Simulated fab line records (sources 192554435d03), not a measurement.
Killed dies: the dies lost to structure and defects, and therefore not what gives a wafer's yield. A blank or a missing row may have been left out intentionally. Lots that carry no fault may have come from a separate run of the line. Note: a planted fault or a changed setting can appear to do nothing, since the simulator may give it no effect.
Which tool did it?    flow n5_finfet    36 wafers sampled from 12 lots at 1 step of a route of 1938

== WHAT THE GAUGES SHOWED, per wafer ==
N5_BEOL_M1_OVL_MEAS_29.
lot   measured      on          V0_OVL (nm)
L075  day 6 11:30   overlay-02  -0.4 -0.5 -0.1
L077  day 6 23:13   overlay-01  0.0 0.4 0.1
L080  day 7 13:05   overlay-02  -0.6 -0.9 0.0
L081  day 7 18:46   overlay-02  -1.2 0.3 0.7
L082  day 8 09:55   overlay-02  0.3 -0.4 -0.1
L085  day 8 23:50   overlay-02  1.5 0.3 0.6
L087  day 9 07:12   overlay-01  1.3 0.8 0.6
L089  day 10 01:10  overlay-01  0.7 0.5 0.6
L091  day 10 06:46  overlay-01  0.9 1.0 1.1
L093  day 10 18:45  overlay-02  0.3 -0.2 0.0
L095  day 11 17:47  overlay-01  0.6 0.9 0.7
L097  day 12 02:44  overlay-02  1.3 0.1 0.5

== WHICH TOOL RAN EACH LOT (tool, then ch and the chambers of the sampled wafers, then the start) ==
There is no process step in the record ahead of these readings.

== THE ANSWER, worked out from the rows above alone ==
Rule: the lots themselves supply what counts as usual. Put in order of their means at a reading, lots are off if they are a third of the lots or fewer, leave a main group of 4 or more, and stand apart from it by a gap of 3 or more times the standard deviation of the main group's means; of several such gaps the widest counts. The tables above print the reading to a certain number of digits; a main group whose means all agree to those digits is not used. A lot without any number at a reading at which 4 lots or more have one is off too. All remaining lots with rows at the step are treated as sound.
No lot is off on any of the readings shown, so nothing can be concluded from this.

== WHAT THE SIMULATOR HAD INSERTED ==
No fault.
